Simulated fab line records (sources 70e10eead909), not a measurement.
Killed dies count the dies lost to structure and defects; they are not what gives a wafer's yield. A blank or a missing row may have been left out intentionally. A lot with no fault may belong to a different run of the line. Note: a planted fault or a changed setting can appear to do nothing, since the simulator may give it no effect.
Problem report in the 8D (eight disciplines) form, filled by code	flow nand harc	the parts of the form that need people (team, actions taken, sign-off) are left out

1. WHAT WENT WRONG
Wafers without a fault read 100.01 C, standard deviation 0.12; plate temp C at NHARC_P_M0_PEB_07 reads a mean of 95.89 C on 6 wafers belonging to 2 lots. That puts it -34 standard deviations away from the usual mean.
The step: peb time 65 s.
Seen first at day 7 14:38 on litho track-04, wafer L721.1. The record holds 36 wafers of 12 lots with a number at this step. By rule, "out" or "out of limits" means more than 4 standard deviations away from the usual mean. All remaining wafers that have a number are taken as sound.

2. WHAT IT IS; WHAT IT IS NOT
question	is	is not
which readings at this step	plate temp C, heater power total W	-
which lots	L721, L725	L715, L716, L717, L718, L719, L720, L732, L733, L736, L738
which wafers of those lots	all that have a number	-
read on which tools	litho track-04	litho track-01, litho track-06
when	from day 7 14:38	up to then (18 sound wafers); but 12 sound wafers of L732, L733, L736, L738 came after

3. SUSPECTS, AND WHAT RULES EACH OUT
Counting: a tool at any process step up to the reading remains a suspect when it ran all the lots that are out and ran no sound lot after the first of those.
- rtp anneal-02 at NHARC_P_GATE_RTA_80 (time 30 s): ruled out as a lasting fault. After its first lot that is out, L721 (day 7 08:23), sound lots L732, L733, L738 ran on it.
- litho track-04 at NHARC_P_M0_PEB_07 (peb time 65 s): kept. All lots that are out passed through it, beginning with L721 at day 7 14:38, and no sound lot followed; its final sound lot before that point was L720 at day 7 04:32. On those wafers its own readings are out: heater power total W, plate temp C.
After counting, what remains is litho track-04 at NHARC_P_M0_PEB_07.

4. THE CAUSE (what the simulator had put in)
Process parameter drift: litho track-04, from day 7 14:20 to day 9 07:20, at NHARC_P_M0_PEB_07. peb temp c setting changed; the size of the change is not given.
Only this tool survived the counting.

5. THE CHAIN OF EFFECTS, in route order
Each row: a reading whose mean over the struck wafers that have a number lies more than 3 standard deviations from the usual. Readings are gone through only where the record gives a usual standard deviation; hours: the median, over the lots, of the time from a lot's start at the first step in this table giving one to that lot's start at this step; sigmas: the change measured in usual standard deviations.
hours	step	reading	usual	on struck wafers	change	sigmas
0	NHARC_P_M0_PEB_07	heater power total W	156.7 W	147.7	-9.0	-22
0	NHARC_P_M0_PEB_07	plate temp C	100.01 C	95.89	-4.12	-34
Process steps it contains:
- NHARC_P_M0_PEB_07: peb time 65 s.

6. HOW IT WOULD HAVE BEEN CAUGHT EARLIER
0 hours passed between the start of the fault at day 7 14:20 and the first reading out of limits in this record, taken at day 7 14:38.
